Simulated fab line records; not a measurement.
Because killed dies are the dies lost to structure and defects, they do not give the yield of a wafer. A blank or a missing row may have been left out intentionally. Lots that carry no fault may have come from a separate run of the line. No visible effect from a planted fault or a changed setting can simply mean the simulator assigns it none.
Code-filled problem report in 8D (eight disciplines) form | flow n5 finfet | the parts of the form that need people (team, actions taken, sign-off) are left out

## 1. PROBLEM STATEMENT
Mean of barrier field endpoint s at N5_BEOL_M11_CMP_52: 22.2 s across 5 wafers in 3 lots; on wafers with no fault it is 29.6 s (standard deviation 0.94). That is -7.9 standard deviations from the usual mean.
The step: polishes, stops on SiCOH lowk, t overpolish 7 s, target thk 140 nm.
Earliest sighting: wafer L666.2 on cmp-01 at day 14 12:34. The record has a number at this step for 15 wafers belonging to 5 lots. By rule, "out" or "out of limits" means more than 4 standard deviations away from the usual mean. Any other wafer with a number is counted as sound.

## 2. WHAT THIS IS AND IS NOT
question                    | is                                     | is not
which readings at this step | barrier field endpoint s               | motor current A
which lots                  | L666, L669, L672                       | L659, L660
which wafers of those lots  | L666.2, L666.4, L669.4, L672.1, L672.4 | L666.3, L669.3, L669.5, L672.6
read on which tools         | cmp-01, cmp-04                         | -
when                        | from day 14 12:34                      | up to then (7 sound wafers); but 3 sound wafers of L669, L672 came after

## 3. WHAT RULES OUT EACH SUSPECT
Counting: any tool at a process step up to the reading remains a suspect provided it ran every lot that is out. Sound lots after the first of them don't rule it out here, since some wafers of a struck lot are sound.
- pecvd-01 at N5_BEOL_M11_PECVD_70 (deposits SiO2 from TEOS/O2, target thk 20 nm, time 22.7 s): kept. It ran every lot that is out, first L666 (day 14 06:41); its last sound lot up to then is L659 (day 11 10:49).
Remaining after the count: pecvd-01 at N5_BEOL_M11_PECVD_70.

## 4. THE CAUSE (what the simulator had put in)
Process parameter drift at N5_BEOL_M11_PECVD_70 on pecvd-01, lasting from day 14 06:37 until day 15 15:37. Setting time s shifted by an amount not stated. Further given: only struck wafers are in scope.
This tool alone remained once counting was done.

## 5. THE CHAIN OF EFFECTS, in route order
Rows list readings where the struck wafers' mean (over those with a number) sits beyond 3 standard deviations from the usual. Scope: only readings with a usual standard deviation given in the record; hours: median across lots of the time from each lot's start at the first step in this table that gives one to its start at this step; sigmas: change in usual standard deviations.
hours | step               | reading                  | usual  | on struck wafers | change | sigmas
0     | N5_BEOL_M11_CMP_52 | barrier field endpoint s | 29.6 s | 22.2             | -7.4   | -7.9
Process steps it contains:
- N5_BEOL_M11_CMP_52: polishes, stops on SiCOH lowk, t overpolish 7 s, target thk 140 nm.

## 6. HOW IT WOULD HAVE BEEN CAUGHT EARLIER
First out-of-limits reading in this record: day 14 12:34, which is 6 hours after fault onset at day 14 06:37.
No tool reading at N5_BEOL_M11_PECVD_70 that has a usual standard deviation in the record was out on any struck wafer, so an alarm limit of 4 standard deviations on those readings would not have fired.
L672, from the lots that are out (3), started N5_BEOL_M11_PECVD_70 on pecvd-01 later than day 14 12:34. A hold on the tool at that time would have spared it.
